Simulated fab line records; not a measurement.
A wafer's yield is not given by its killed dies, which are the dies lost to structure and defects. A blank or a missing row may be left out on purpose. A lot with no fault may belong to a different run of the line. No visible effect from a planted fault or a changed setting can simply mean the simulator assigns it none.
Which of the tools did it? | flow nand_harc | 11 lots, 33 wafers sampled, at 6 steps of a route of 1302

## WHAT THE GAUGES SHOWED, per wafer
NHARC_P_BONDPAD_CD_MEAS_09: target cd 500 nm.
lot  | measured     | on        | cd_nm (nm)
L120 | day 6 18:30  | cd_sem-03 | 502.3 500.5 498.6
L124 | day 8 03:52  | cd_sem-02 | 498.4 497.8 500.3
L121 | day 9 01:44  | cd_sem-03 | 497.1 499.9 497.9
L128 | day 9 19:23  | cd_sem-03 | 497.3 497.8 496.8
L129 | day 10 17:22 | cd_sem-03 | 499.0 500.0 498.7
L131 | day 11 12:52 | cd_sem-01 | 498.3 497.4 498.2
L133 | day 12 12:55 | cd_sem-03 | 485.4 486.0 484.4
L135 | day 13 03:17 | cd_sem-03 | 492.7 493.1 489.2
L140 | day 14 23:07 | cd_sem-02 | 499.9 497.3 496.6
L142 | day 15 16:04 | cd_sem-01 | 500.3 502.3 499.7
L143 | day 16 01:28 | cd_sem-01 | 497.8 500.4 499.3

NHARC_END_SORT_01.
lot  | measured     | on        | defect_limited_yield (%) | killed_at_array | killed_at_other | killed_at_periphery | killed_dies | killed_open | killed_short
L133 | day 30 09:01 | prober-01 | 91 90 91                 | 52 61 51        | 2 0 1           | 5 6 12              | 59 67 64    | 5 1 5       | 2 3 0

## WHAT TOOL EACH LOT RAN ON (gives the tool, then ch and the chambers of the sampled wafers, and finally the start)
lot  | NHARC_P_M2_STRIP_18                | NHARC_P_M2_ETCH_28                            | NHARC_P_M2_DEP_33               | NHARC_P_BONDPAD_EXPOSE_06
L120 | rie_diel-11 ch 0,1, day 6 14:31    | rie_diel-11 ch 0,3, day 6 16:56 or earlier    | pecvd-03 ch 0,1,2, day 6 16:56  | krf_scanner-04 ch 0, day 6 18:21
L124 | rie_diel-04 ch 0,2, day 7 23:53    | rie_diel-04 ch 1,3, day 8 02:16 or earlier    | pecvd-03 ch 1,2, day 8 02:16    | krf_scanner-03 ch 0, day 8 03:43
L121 | rie_diel-07 ch 0,1,3, day 8 21:38  | rie_diel-07 ch 0,2,3, day 8 23:58 or earlier  | pecvd-02 ch 0,1,2, day 8 23:58  | krf_scanner-04 ch 0, day 9 01:35
L128 | rie_diel-04 ch 0,1,3, day 9 15:27  | rie_diel-04 ch 0,1,3, day 9 17:46 or earlier  | pecvd-04 ch 0,2, day 9 17:46    | krf_scanner-03 ch 0, day 9 19:14
L129 | rie_diel-04 ch 1,2, day 10 11:40   | rie_diel-04 ch 0,1,2, day 10 15:51 or earlier | pecvd-04 ch 0,1,2, day 10 15:51 | krf_scanner-03 ch 0, day 10 17:13
L131 | rie_diel-07 ch 0,1, day 11 08:50   | rie_diel-07 ch 0,1, day 11 11:14 or earlier   | pecvd-04 ch 0,1,2, day 11 11:14 | krf_scanner-04 ch 0, day 11 12:43
L133 | rie_diel-04 ch 0,1,3, day 12 08:26 | rie_diel-04 ch 0,2, day 12 11:21 or earlier   | pecvd-03 ch 1,2, day 12 11:21   | krf_scanner-03 ch 0, day 12 12:46
L135 | rie_diel-07 ch 0,1, day 12 23:19   | rie_diel-07 ch 1,2,3, day 13 01:39 or earlier | pecvd-04 ch 0,1,2, day 13 01:39 | krf_scanner-03 ch 0, day 13 03:08
L140 | rie_diel-04 ch 0,1,2, day 14 19:02 | rie_diel-04 ch 1,3, day 14 21:29 or earlier   | pecvd-04 ch 1,2, day 14 21:29   | krf_scanner-02 ch 0, day 14 22:58
L142 | rie_diel-07 ch 0,1,3, day 15 12:09 | rie_diel-07 ch 0,2,3, day 15 14:26 or earlier | pecvd-02 ch 0,1, day 15 14:26   | krf_scanner-04 ch 0, day 15 15:55
L143 | rie_diel-11 ch 0,1,2, day 15 21:36 | rie_diel-11 ch 1,2,3, day 15 23:58 or earlier | pecvd-03 ch 1,2, day 15 23:58   | krf_scanner-04 ch 0, day 16 01:19
- NHARC_P_M2_STRIP_18: strips in N2/H2.
- NHARC_P_M2_ETCH_28: etches the open film in CF4/N2, target depth 30 nm, time 72.99 s.
- NHARC_P_M2_DEP_33: deposits SiCN, target thk 30 nm.
- NHARC_P_BONDPAD_EXPOSE_06: exposes mask P BPAD.

## WHAT THE TOOLS THEMSELVES READ (means of the sampled wafers that have a number; where no wafer has one, the mark that the record gives instead)
NHARC_P_M2_STRIP_18.
lot  | tool        | drypump_motor_current_A (A) | oes_product_au (a.u.) | rf_vpp_V (V) | showerhead_plenum_p_Torr (Torr) | throttle_valve_pct (%)
L120 | rie_diel-11 | 5.5                         | 0.996                 | 90.6         | 2.01                            | 14.173
L124 | rie_diel-04 | 6.4                         | 0.997                 | 90.4         | 2.08                            | 14.167
L121 | rie_diel-07 | 6.0                         | 1.001                 | 90.1         | 1.94                            | 14.175
L128 | rie_diel-04 | 5.7                         | 0.995                 | 91.2         | 2.12                            | 14.165
L129 | rie_diel-04 | 5.5                         | 1.003                 | 90.3         | 2.01                            | 14.172
L131 | rie_diel-07 | 5.9                         | 1.003                 | 90.2         | 1.94                            | 14.175
L133 | rie_diel-04 | 5.7                         | 0.991                 | 91.7         | 2.12                            | 14.170
L135 | rie_diel-07 | 5.9                         | 1.003                 | 90.1         | 1.94                            | 14.167
L140 | rie_diel-04 | 5.8                         | 0.992                 | 90.7         | 2.06                            | 14.178
L142 | rie_diel-07 | 6.0                         | 0.998                 | 91.0         | 1.94                            | 14.169
L143 | rie_diel-11 | 5.5                         | 0.992                 | 90.1         | 2.05                            | 14.175

NHARC_P_M2_ETCH_28.
lot  | tool        | drypump_motor_current_A (A) | oes_product_au (a.u.) | rf_vpp_V (V) | showerhead_plenum_p_Torr (Torr) | throttle_valve_pct (%)
L120 | rie_diel-11 | 5.9                         | 0.997                 | 312.5        | 2.56                            | 19.794
L124 | rie_diel-04 | 5.7                         | 1.003                 | 316.7        | 2.74                            | 19.788
L121 | rie_diel-07 | 6.3                         | 0.991                 | 311.9        | 2.56                            | 19.793
L128 | rie_diel-04 | 5.7                         | 0.997                 | 315.6        | 2.73                            | 19.797
L129 | rie_diel-04 | 5.8                         | 0.995                 | 314.5        | 2.66                            | 19.800
L131 | rie_diel-07 | 5.9                         | 1.006                 | 312.5        | 2.51                            | 19.796
L133 | rie_diel-04 | 6.2                         | 0.988                 | 315.7        | 2.73                            | 19.794
L135 | rie_diel-07 | 6.2                         | 1.004                 | 312.9        | 2.55                            | 19.790
L140 | rie_diel-04 | 5.3                         | 1.007                 | 313.9        | 2.65                            | 19.796
L142 | rie_diel-07 | 6.2                         | 0.994                 | 312.3        | 2.55                            | 19.796
L143 | rie_diel-11 | 5.8                         | 1.002                 | 315.6        | 2.66                            | 19.802

NHARC_P_M2_DEP_33.
lot  | tool     | heater_power_w (W) | susceptor_temp_C (C)
L120 | pecvd-03 | 549                | 369.89
L124 | pecvd-03 | 531                | 369.88
L121 | pecvd-02 | 559                | 369.98
L128 | pecvd-04 | 590                | 369.86
L129 | pecvd-04 | 560                | 370.19
L131 | pecvd-04 | 561                | 370.15
L133 | pecvd-03 | 470                | 369.96
L135 | pecvd-04 | 508                | 370.16
L140 | pecvd-04 | 548                | 370.01
L142 | pecvd-02 | 631                | 370.04
L143 | pecvd-03 | 568                | 370.25

NHARC_P_BONDPAD_EXPOSE_06.
lot  | tool           | exposure_dose_mJ_cm2
L120 | krf_scanner-04 | 37.06
L124 | krf_scanner-03 | 37.07
L121 | krf_scanner-04 | 37.00
L128 | krf_scanner-03 | 37.05
L129 | krf_scanner-03 | 37.04
L131 | krf_scanner-04 | 37.09
L133 | krf_scanner-03 | 22.01
L135 | krf_scanner-03 | 25.06
L140 | krf_scanner-02 | 37.11
L142 | krf_scanner-04 | 37.06
L143 | krf_scanner-04 | 37.03

## THE ANSWER, worked out from the rows above alone
Rule: what is usual is taken from the lots themselves. Put in order of their means at a reading, lots are off if they are a third of the lots or fewer, leave a main group of 4 or more, and stand apart from it by a gap of 3 or more times the standard deviation of the main group's means; of several such gaps the widest counts. A main group is skipped when, at the precision printed for the reading in the tables above, its means are all equal. Also off: a lot with no number at a reading for which 4 or more lots have one. All remaining lots with rows at the step are treated as sound. The gauges are gone through in route order, then the tools' own readings, and for those a lot's mean is taken as printed above. At the first step where some lot is off, the reading lying furthest off is the one used; lots without a number count as furthest.
Off at NHARC_P_BONDPAD_CD_MEAS_09 (cd_nm): L133, L135. The main group: mean 498.9 nm, standard deviation 1.1.
If a tool, at a process step before that reading, ran all the lots that are off and no sound lot after the first of them, it fits. Not tried: the gauges at NHARC_P_BONDPAD_CD_MEAS_09; whatever is off there is also off at NHARC_P_BONDPAD_EXPOSE_06, on other tools, and gauge error can't account for it. NHARC_P_M2_ETCH_28 gives no start for some lots, so the hours and the order of its lots are those of NHARC_P_M2_DEP_33. One fits: NHARC_P_BONDPAD_EXPOSE_06 on krf_scanner-03. Its last sound lot is L129 (day 10 17:13), its first lot that is off L133 (day 12 12:46): a fault that began between those two fits.
The tool's own readings at NHARC_P_BONDPAD_EXPOSE_06 bear it out: on the lots that are off they differ by more than 5 times the standard deviation of the sound lots' means. exposure_dose_mJ_cm2 reads 23.54 there against 37.06 on the sound lots.

## WHAT THE SIMULATOR HAD INSERTED
Process parameter drift: krf_scanner-03, from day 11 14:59 on, at NHARC_P_BONDPAD_EXPOSE_06. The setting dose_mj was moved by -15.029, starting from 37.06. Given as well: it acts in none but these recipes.
Struck lots among those shown: L133, L135. The rule above found the same.
